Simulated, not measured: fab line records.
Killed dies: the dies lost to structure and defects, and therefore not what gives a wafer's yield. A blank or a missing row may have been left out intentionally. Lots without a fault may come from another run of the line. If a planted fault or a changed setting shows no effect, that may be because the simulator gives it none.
Split-lot experiment / flow n5Finfet / route with 1938 steps; 7 lots, 21 wafers read

## THE SPLIT
At N5_HKMG_FIN_COAT_06 (resist thk 90 nm), the setting spinRpm was moved away from the recipe's 1500 rpm on 9 of the 21 wafers read, by -10.5% to +8.7%. For the rest of the wafers, this setting stayed at what the recipe calls for.

Reading taken at the split's own step.

## THE READING
CAR-ArF_of_HKMG_FIN_COAT_06.thkNm (the simulator's own value, which no gauge read), in nm, at N5_HKMG_FIN_COAT_06 (resist thk 90 nm). The file does not state a usual value for it. The 12 wafers here that ran the recipe average 90.0 nm, standard deviation 0.29 nm.

wafer=L076.2; tool, chamber at the split=lithoTrack-03, 0; spinRpm as run, rpm=1621; against the recipe=+8.1%; CAR-ArF_of_HKMG_FIN_COAT_06.thkNm, nm=86.8; against lot-mates on the recipe=-3.4
wafer=L076.4; tool, chamber at the split=lithoTrack-03, 0; spinRpm as run, rpm=1500; against the recipe=recipe; CAR-ArF_of_HKMG_FIN_COAT_06.thkNm, nm=90.2; against lot-mates on the recipe=-
wafer=L076.6; tool, chamber at the split=lithoTrack-03, 0; spinRpm as run, rpm=1621; against the recipe=+8.1%; CAR-ArF_of_HKMG_FIN_COAT_06.thkNm, nm=86.6; against lot-mates on the recipe=-3.6
wafer=L082.1; tool, chamber at the split=lithoTrack-03, 0; spinRpm as run, rpm=1500; against the recipe=recipe; CAR-ArF_of_HKMG_FIN_COAT_06.thkNm, nm=90.6; against lot-mates on the recipe=-
wafer=L082.2; tool, chamber at the split=lithoTrack-03, 0; spinRpm as run, rpm=1631; against the recipe=+8.7%; CAR-ArF_of_HKMG_FIN_COAT_06.thkNm, nm=86.8; against lot-mates on the recipe=-3.8
wafer=L082.4; tool, chamber at the split=lithoTrack-03, 0; spinRpm as run, rpm=1631; against the recipe=+8.7%; CAR-ArF_of_HKMG_FIN_COAT_06.thkNm, nm=86.8; against lot-mates on the recipe=-3.8
wafer=L085.2; tool, chamber at the split=lithoTrack-04, 0; spinRpm as run, rpm=1500; against the recipe=recipe; CAR-ArF_of_HKMG_FIN_COAT_06.thkNm, nm=90.2; against lot-mates on the recipe=-
wafer=L085.3; tool, chamber at the split=lithoTrack-04, 0; spinRpm as run, rpm=1500; against the recipe=recipe; CAR-ArF_of_HKMG_FIN_COAT_06.thkNm, nm=90.2; against lot-mates on the recipe=-
wafer=L085.5; tool, chamber at the split=lithoTrack-04, 0; spinRpm as run, rpm=1581; against the recipe=+5.4%; CAR-ArF_of_HKMG_FIN_COAT_06.thkNm, nm=88; against lot-mates on the recipe=-2.2
wafer=L090.1; tool, chamber at the split=lithoTrack-02, 0; spinRpm as run, rpm=1381; against the recipe=-7.9%; CAR-ArF_of_HKMG_FIN_COAT_06.thkNm, nm=93.6; against lot-mates on the recipe=+3.6
wafer=L090.6; tool, chamber at the split=lithoTrack-02, 0; spinRpm as run, rpm=1381; against the recipe=-7.9%; CAR-ArF_of_HKMG_FIN_COAT_06.thkNm, nm=93.6; against lot-mates on the recipe=+3.6
wafer=L090.2; tool, chamber at the split=lithoTrack-02, 0; spinRpm as run, rpm=1500; against the recipe=recipe; CAR-ArF_of_HKMG_FIN_COAT_06.thkNm, nm=90; against lot-mates on the recipe=-
wafer=L091.1; tool, chamber at the split=lithoTrack-04, 0; spinRpm as run, rpm=1500; against the recipe=recipe; CAR-ArF_of_HKMG_FIN_COAT_06.thkNm, nm=90.2; against lot-mates on the recipe=-
wafer=L091.4; tool, chamber at the split=lithoTrack-04, 0; spinRpm as run, rpm=1567; against the recipe=+4.5%; CAR-ArF_of_HKMG_FIN_COAT_06.thkNm, nm=88.2; against lot-mates on the recipe=-1.8
wafer=L091.5; tool, chamber at the split=lithoTrack-04, 0; spinRpm as run, rpm=1500; against the recipe=recipe; CAR-ArF_of_HKMG_FIN_COAT_06.thkNm, nm=89.8; against lot-mates on the recipe=-
wafer=L095.4; tool, chamber at the split=lithoTrack-02, 0; spinRpm as run, rpm=1343; against the recipe=-10.5%; CAR-ArF_of_HKMG_FIN_COAT_06.thkNm, nm=94.8; against lot-mates on the recipe=+5.2
wafer=L095.5; tool, chamber at the split=lithoTrack-02, 0; spinRpm as run, rpm=1500; against the recipe=recipe; CAR-ArF_of_HKMG_FIN_COAT_06.thkNm, nm=89.6; against lot-mates on the recipe=-
wafer=L095.6; tool, chamber at the split=lithoTrack-02, 0; spinRpm as run, rpm=1500; against the recipe=recipe; CAR-ArF_of_HKMG_FIN_COAT_06.thkNm, nm=89.6; against lot-mates on the recipe=-
wafer=L096.3; tool, chamber at the split=lithoTrack-03, 0; spinRpm as run, rpm=1500; against the recipe=recipe; CAR-ArF_of_HKMG_FIN_COAT_06.thkNm, nm=89.8; against lot-mates on the recipe=-
wafer=L096.5; tool, chamber at the split=lithoTrack-03, 0; spinRpm as run, rpm=1500; against the recipe=recipe; CAR-ArF_of_HKMG_FIN_COAT_06.thkNm, nm=89.8; against lot-mates on the recipe=-
wafer=L096.6; tool, chamber at the split=lithoTrack-03, 0; spinRpm as run, rpm=1500; against the recipe=recipe; CAR-ArF_of_HKMG_FIN_COAT_06.thkNm, nm=89.8; against lot-mates on the recipe=-

THE FIT
A straight line over all 21 wafers: CAR-ArF_of_HKMG_FIN_COAT_06.thkNm changes by -0.418 nm for each +1% of spinRpm; r = -0.99; the points scatter about the line by 0.29 nm.
The same after taking each lot's own level away (the mean of its wafers on the recipe; 21 wafers): -0.451 nm for each +1%; r = -1.00; scatter 0.14 nm.
That fit puts the effect of the largest move of spinRpm on the reading at 4.7 nm.
Across the lots, their own levels run from 89.60 to 90.60 nm, a range of 3.5 times the standard deviation given above.
Hence the lot-to-lot level has little effect on the slope; both slopes agree.
Check: for one of the wafers moved furthest among these (-10.5%), held out of the fit, the line's prediction against its lot-mates is +4.63 nm. Against them it came out at +5.2 nm.

## ADDITIONAL SPLITS CARRIED BY THESE WAFERS
Other splits were also applied to these wafers ahead of the reading. Each is held against what the fit with the lots' levels taken away leaves over:
other split on the same wafers=N5_ZERO_LAYER_ETCH_18 icpW; wafers away from the commonest value=3; r with CAR-ArF_of_HKMG_FIN_COAT_06.thkNm (lot level and that fit taken away)=-0.14
other split on the same wafers=N5_WELL_APT_EXPOSE_05 doseMj; wafers away from the commonest value=7; r with CAR-ArF_of_HKMG_FIN_COAT_06.thkNm (lot level and that fit taken away)=-0.05
other split on the same wafers=N5_DUMMY_GATE_COAT_28 spinRpm; wafers away from the commonest value=8; r with CAR-ArF_of_HKMG_FIN_COAT_06.thkNm (lot level and that fit taken away)=+0.03
other split on the same wafers=N5_DUMMY_GATE_EXPOSE_12 doseMj; wafers away from the commonest value=7; r with CAR-ArF_of_HKMG_FIN_COAT_06.thkNm (lot level and that fit taken away)=+0.17
other split on the same wafers=N5_SD_EPI_N_COAT_33 spinRpm; wafers away from the commonest value=9; r with CAR-ArF_of_HKMG_FIN_COAT_06.thkNm (lot level and that fit taken away)=-0.20
other split on the same wafers=N5_SD_EPI_N_DESCUM_14 timeS; wafers away from the commonest value=5; r with CAR-ArF_of_HKMG_FIN_COAT_06.thkNm (lot level and that fit taken away)=+0.08
other split on the same wafers=N5_ILD0_CMP_03 downForcePsi; wafers away from the commonest value=6; r with CAR-ArF_of_HKMG_FIN_COAT_06.thkNm (lot level and that fit taken away)=-0.09
other split on the same wafers=N5_SDB_COAT_03 spinRpm; wafers away from the commonest value=5; r with CAR-ArF_of_HKMG_FIN_COAT_06.thkNm (lot level and that fit taken away)=-0.11

## FILE'S OWN FIT
CAR-ArF_of_HKMG_FIN_COAT_06.thkNm changes by -0.453 nm for each +1% of spinRpm, r = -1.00.
